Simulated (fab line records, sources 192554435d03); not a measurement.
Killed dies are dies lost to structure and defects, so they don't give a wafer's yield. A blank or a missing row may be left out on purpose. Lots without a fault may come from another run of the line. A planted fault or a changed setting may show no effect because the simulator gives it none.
Which tool did it? | flow n5_finfet | 9 lots, 27 wafers sampled, at 2 steps of a route of 1938

WHAT THE GAUGES READ, wafer by wafer
N5_BEOL_M4_RC_MEAS_101. Usual: DIBL_N 36.3 mV/V, standard deviation 2; DIBL_P 36.3 mV/V, standard deviation 2.4; IOFF_N 0.16 nA/um, standard deviation 0.034; IOFF_P 0.21 nA/um, standard deviation 0.035; ION_N 672 uA/um, standard deviation 12; ION_P 459 uA/um, standard deviation 6.5; SS_N 71.6 mV/dec, standard deviation 0.67; SS_P 73.3 mV/dec, standard deviation 0.71; VT_N 250 mV, standard deviation 3.5; VT_P -251 mV, standard deviation 3.
lot  | measured     | on        | DIBL_N (mV/V)  | DIBL_P (mV/V)  | IOFF_N (nA/um) | IOFF_P (nA/um) | ION_N (uA/um) | ION_P (uA/um) | SS_N (mV/dec)  | SS_P (mV/dec)  | VT_N (mV)   | VT_P (mV)      | flag
L459 | day 8 03:04  | prober-01 | 35.5 35.7 34.9 | 35.7 35.9 34.7 | 0.15 0.15 0.13 | 0.20 0.21 0.19 | 662 661 655   | 458 459 450   | 71.6 71.4 71.9 | 73.3 72.8 72.6 | 250 254 251 | -251 -251 -251 |
L461 | day 8 16:58  | prober-02 | 35.0 33.2 33.3 | 34.4 31.5 32.3 | 0.14 0.10 0.11 | 0.18 0.13 0.15 | 666 647 650   | 453 440 452   | 71.1 70.8 70.9 | 73.2 72.8 72.7 | 249 256 256 | -254 -256 -253 |
L462 | day 8 23:09  | prober-02 | 36.8 35.0 36.5 | 38.7 37.0 38.6 | 0.17 0.15 0.16 | 0.20 0.18 0.21 | 675 675 675   | 453 458 453   | 71.6 70.9 71.7 | 73.8 73.1 73.9 | 250 253 253 | -254 -255 -252 |
L464 | day 9 08:29  | prober-01 | 34.8 36.4 36.4 | 35.7 37.8 36.9 | 0.14 0.16 0.17 | 0.19 0.22 0.21 | 674 675 680   | 460 467 458   | 71.6 71.6 70.6 | 72.7 73.9 73.1 | 251 249 247 | -250 -249 -251 |
L478 | day 13 08:12 | prober-02 | 36.1 35.3 33.6 | 35.6 35.6 32.8 | 0.18 0.17 0.13 | 0.19 0.19 0.15 | 695 681 672   | 465 459 451   | 71.7 71.2 71.2 | 73.0 72.9 72.8 | 246 247 252 | -253 -252 -256 |
L474 | day 13 14:58 | prober-02 | 36.1 36.9 36.7 | 37.3 37.7 38.0 | 0.15 0.16 0.16 | 0.22 0.22 0.22 | 661 669 684   | 462 469 474   | 71.3 70.7 72.0 | 73.1 72.8 73.5 | 249 249 249 | -248 -245 -248 |
L480 | day 14 01:46 | prober-02 | 36.8 33.8 34.3 | 36.2 32.4 33.0 | 0.16 0.12 0.13 | 0.20 0.15 0.16 | 676 666 672   | 458 460 459   | 71.6 70.9 70.7 | 74.0 72.0 72.4 | 251 255 253 | -249 -256 -252 |
L476 | day 14 07:01 | prober-02 | 37.0 34.8 38.7 | 38.8 34.8 38.5 | 0.20 0.15 0.24 | 0.25 0.19 0.24 | 682 666 676   | 462 454 458   | 71.8 71.2 72.4 | 74.3 74.1 74.0 | 247 249 244 | -248 -252 -249 |
L481 | day 14 14:23 | prober-01 | 36.8 37.2 36.1 | 37.1 37.9 36.1 | 0.19 0.20 0.18 | 0.22 0.24 0.21 | 680 679 684   | 459 459 462   | 71.8 72.0 72.0 | 73.0 73.4 72.6 | 248 246 245 | -249 -248 -251 |

N5_BEOL_M15_CD_MEAS_17: target cd 360 nm. Usual: cd_nm 360.9 nm, standard deviation 1.8.
lot  | measured     | on        | cd_nm (nm)        | flag
L459 | day 12 00:05 | cd_sem-02 | 358.5 361.4 359.0 |
L461 | day 12 04:43 | cd_sem-03 | 361.2 362.4 360.1 |
L462 | day 12 17:57 | cd_sem-03 | 363.3 362.4 360.9 |
L464 | day 14 04:58 | cd_sem-03 | 361.6 359.4 358.0 |
L478 | day 16 21:56 | cd_sem-03 | 365.1 359.5 360.2 |
L474 | day 17 02:56 | cd_sem-01 | 363.6 362.2 364.2 |
L480 | day 17 13:03 | cd_sem-03 | 363.8 360.5 359.4 |
L476 | day 17 16:57 | cd_sem-01 | 362.0 362.2 362.0 |
L481 | day 18 03:57 | cd_sem-03 | 360.1 360.4 359.2 |

WHICH TOOL RAN EACH LOT (tool, then ch and the chambers of the sampled wafers, then the start)
The record holds no process step before these readings.

WHAT THE TOOLS THEMSELVES READ (means of the sampled wafers that have a number; where no wafer has one, the mark that the record gives instead)
The record holds no such reading with a usual standard deviation.

THE ANSWER, worked out from the rows above alone
Rule: a lot is off if the mean of its wafers that have a number lies more than 3 standard deviations from the usual mean. A lot without any number at a reading at which 4 lots or more have one is off too. The other lots that the step has rows for count as sound. The gauges are gone through in route order, then the tools' own readings, and for those a lot's mean is taken as printed above. The first step at which some lot is off is used, and at that step the reading that is off furthest; a lot without a number counts as furthest.
No lot is off at any reading shown: from this, nothing can be told.

WHAT THE SIMULATOR HAD PUT IN
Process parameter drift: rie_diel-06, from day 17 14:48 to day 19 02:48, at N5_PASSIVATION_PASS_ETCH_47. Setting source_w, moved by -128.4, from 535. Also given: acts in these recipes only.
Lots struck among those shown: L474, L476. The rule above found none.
